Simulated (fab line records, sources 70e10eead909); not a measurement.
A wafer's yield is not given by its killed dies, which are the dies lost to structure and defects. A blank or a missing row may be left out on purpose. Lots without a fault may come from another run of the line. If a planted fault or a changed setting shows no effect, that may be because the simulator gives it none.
A struck lot beside a sound one | flow nand-harc | 20 out of 1159 route steps
Sound: wafers L866.1, L866.2, L866.6. Struck: wafers L876.2, L876.3, L876.6. The cause is given at the end.
At each step with rows: each side's tool, then ch and its chambers, then its first start. Under that, the readings that differ: sound wafers | struck wafers | difference of the means | sigmas: that difference in standard deviations of wafers without a fault.
alike: readings with means less than 2 such deviations apart, plus words and numbers identical on both sides. not compared: withheld readings, readings lacking a value on some wafer, bounds such as >300 that could conceal the same value, and numbers that have no deviation in the record and whose values overlap.
The two part at a step that has a row with sigmas, a row that says differs or no value, or rows on one side only. Numbers that have no deviation but don't overlap get no sigmas and don't part them. A reading that every wafer of one side lacks parts them only if that side has two wafers or more.

NHARC_P_CONTACT_CMP_24: polishes, t overpolish 30 s, target thk 200 nm.
  sound on cmp-02 ch 1,2,3, day 6 22:41; struck on cmp-04 ch 1,2,3, day 9 20:16
  alike: edge-zone-pressure-frac, motor-current-A, overpolish-run-s, time-to-endpoint-s
after that, 1 step had no rows for these wafers: NHARC_P_CONTACT_SRD_26.
NHARC_P_CONTACT_INSPECT_27:
  sound: defect-inspect-01 at day 6 23:04; struck: defect-inspect-02 at day 9 20:40
  alike: raw-defect-count
then, 8 steps without rows for these wafers: NHARC_P_M0_DEP_00 (deposits SiOC, target thk 150 nm); NHARC_P_M0_DEHYDRATE_01 (time 120 s); NHARC_P_M0_HMDS_02 (time 30 s); NHARC_P_M0_COAT_33 (time 65 s); NHARC_P_M0_COAT_03 (resist thk 90 nm); NHARC_P_M0_SOFTBAKE_04 (time 55 s); NHARC_P_M0_EBR_05; NHARC_P_M0_EXPOSE_06 (exposes mask P M0, target cd 90 nm).
NHARC_P_M0_PEB_07: peb time 65 s.
  sound on litho-track-06 ch 0, day 7 00:25; struck on litho-track-06 ch 0, day 9 21:29
  reading                  | sound              | struck               | difference | sigmas
  heater-power-total-W (W) | 157.2 157.0 156.9  | 185.2 184.9 185.6    | +28.2      | +70
  plate-temp-C (C)         | 100.09 99.89 99.90 | 113.20 113.22 113.40 | +13.31     | +99 or more
then, 1 step without rows for these wafers: NHARC_P_M0_DEVELOP_08 (develop time 35 s).
NHARC_P_M0_CD_MEAS_09: the cd target is 90 nm.
  sound on cd-sem-03 ch 0, day 7 00:30; struck on cd-sem-02 ch 0, day 9 21:34
  reading    | sound          | struck            | difference | sigmas
  cd-nm (nm) | 90.4 89.9 90.2 | 127.0 125.7 126.8 | +36.3      | +53
NHARC_P_M0_OVL_MEAS_10: pitch 180 nm.
  sound: overlay-01 at day 7 00:35; struck: overlay-02 at day 9 21:40
  reading           | sound          | struck       | difference | sigmas
  overlay-x-nm (nm) | -0.9 -1.0 -0.4 | -0.1 1.2 0.7 | +1.4       | +2
  alike: overlay-y-nm
NHARC_P_M0_INSPECT_11:
  sound: defect-inspect-01 at day 7 00:38; struck: defect-inspect-02 at day 9 21:41
  alike: raw-defect-count
NHARC_P_M0_DESCUM_14: chemistry O2, time 3 s.
  sound on rie-diel-13 ch 1,2,3, day 7 00:41; struck on rie-diel-06 ch 0,1, day 9 21:45
  reading                     | sound                | struck               | difference | sigmas
  drypump-motor-current-A (A) | 5.7 4.6 5.8          | 6.3 6.5 6.5          | +1.1       | +2
  throttle-valve-pct (%)      | 11.315 11.328 11.323 | 11.287 11.316 11.286 | -0.026     | -3
  model.P_M0.cd-nm (nm)       | 89.57 90.59 89.68    | 126.8 126.7 127.6    | +37.1      |
  alike: chamber-pressure-mTorr, oes-product-au, rf-vpp-V, showerhead-plenum-p-Torr
  not compared: rf-hours-counter-h
NHARC_P_M0_ETCH_34: etches the open film in N2/H2, target depth 40 nm, overetch 12 nm, time 43.94 s.
  sound on rie-diel-13 ch 1,2,3, day 7 00:47; struck on rie-diel-06 ch 0,2,3, day 9 21:51
  alike: chamber-pressure-mTorr, drypump-motor-current-A, oes-product-au, rf-vpp-V, showerhead-plenum-p-Torr, throttle-valve-pct
  not compared: rf-hours-counter-h
NHARC_P_M0_ETCH_15: etches the open film in C4F8/Ar, target depth 150 nm, overetch 15 nm, time 82.5 s.
  sound on rie-diel-13 ch 0,1,2; struck on rie-diel-06 ch 1,2
  reading               | sound            | struck          | difference | sigmas
  model.P_M0.cd-nm (nm) | 90.42 91.6 89.32 | 126.3 126 127.2 | +36.1      |
  alike: chamber-pressure-mTorr, oes-product-au, rf-vpp-V
  not compared: rf-hours-counter-h
NHARC_P_M0_CD_MEAS_16:
  sound: cd-sem-03 at day 7 00:59; struck: cd-sem-02 at day 9 22:03
  reading    | sound          | struck            | difference | sigmas
  cd-nm (nm) | 90.5 91.4 89.2 | 126.3 126.1 127.2 | +36.2      | +36

== WHERE THEY PART ==
At NHARC_P_M0_PEB_07 first; at NHARC_P_M0_CD_MEAS_16 last (within this record only).

WHY: what had been put in by the simulator
Process parameters drifting: litho-track-06 at NHARC_P_M0_PEB_07, beginning at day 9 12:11. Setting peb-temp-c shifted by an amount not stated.
